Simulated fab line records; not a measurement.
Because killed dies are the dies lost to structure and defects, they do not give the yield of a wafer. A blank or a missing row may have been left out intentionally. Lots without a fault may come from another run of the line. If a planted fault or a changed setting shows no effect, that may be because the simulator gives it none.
Chamber matching -- flow n5-finfet -- cmp-02 running N5_BEOL_M12_CMP_49: 4 sister chambers
The step polishes, stops on SiOC, t overpolish 20.6 s, target thk 320 nm. 14 wafers are shown with their chamber, then 7 later ones without.

== WAFERS, EACH WITH ITS CHAMBER ==
wafer,chamber,motor-current-A (A),slurry-filter-dp-kPa (kPa),barrier-field-endpoint-s (s)
L081.1,2,5.9,13.56,32.5
L081.5,1,6.1,13.55,30.0
L081.6,0,7.1,13.35,29.8
L082.1,2,5.8,13.57,32.2
L082.5,3,5.6,13.78,32.3
L082.6,2,6.2,13.45,32.0
L083.2,1,6.2,13.32,29.0
L083.3,2,5.7,13.56,31.4
L083.4,0,6.6,13.41,30.6
L090.1,1,6.4,13.58,28.7
L090.2,2,5.6,13.64,30.3
L090.3,3,5.3,13.69,30.3
L093.3,1,6.1,13.53,29.9
L093.4,3,5.5,13.58,31.6

SIGNATURES (means of the wafers above)
reading,chamber 0,chamber 1,chamber 2,chamber 3,scatter within a chamber
motor-current-A,6.850,6.200,5.840,5.467,0.211
slurry-filter-dp-kPa,13.3800,13.4950,13.5560,13.6833,0.0908
barrier-field-endpoint-s,30.200,29.400,31.680,31.400,0.817
Rule: a wafer lies at a distance from a chamber equal to the root of the sum of squares, over the readings, of (its reading less the chamber's mean, divided by the reading's scatter). The wafer belongs to the nearest chamber; if the next one is less than 2 further off, it can't be placed. How the scatter is found: for the shown wafers, subtract from each reading the mean of its chamber, square and add these, divide the total by (wafers less chambers), then take the root.

== WAFERS MISSING THEIR CHAMBER ==
wafer,motor-current-A (A),slurry-filter-dp-kPa (kPa),barrier-field-endpoint-s (s)
L093.5,6.5,13.58,29.0
L096.1,6.2,13.65,27.8
L096.2,5.8,13.41,30.9
L096.6,6.4,13.67,29.0
L097.1,6.7,13.83,29.3
L097.3,5.1,13.31,29.7
L097.5,5.7,13.42,30.4

== CHAMBER TAKEN BY EACH ==
wafer,from the rows above,in truth
L093.5,can't be placed: 1 or 0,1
L096.1,1,1
L096.2,can't be placed: 2 or 1 or 3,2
L096.6,can't be placed: 1 or 0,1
L097.1,can't be placed: 1 or 0 or 2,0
L097.3,can't be placed: 3 or 2 or 1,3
L097.5,can't be placed: 2 or 1 or 3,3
1 of 7 placed correctly. Can't be placed from these rows: 6 (the true chamber is among the candidates in 6). 0 placed wrongly.
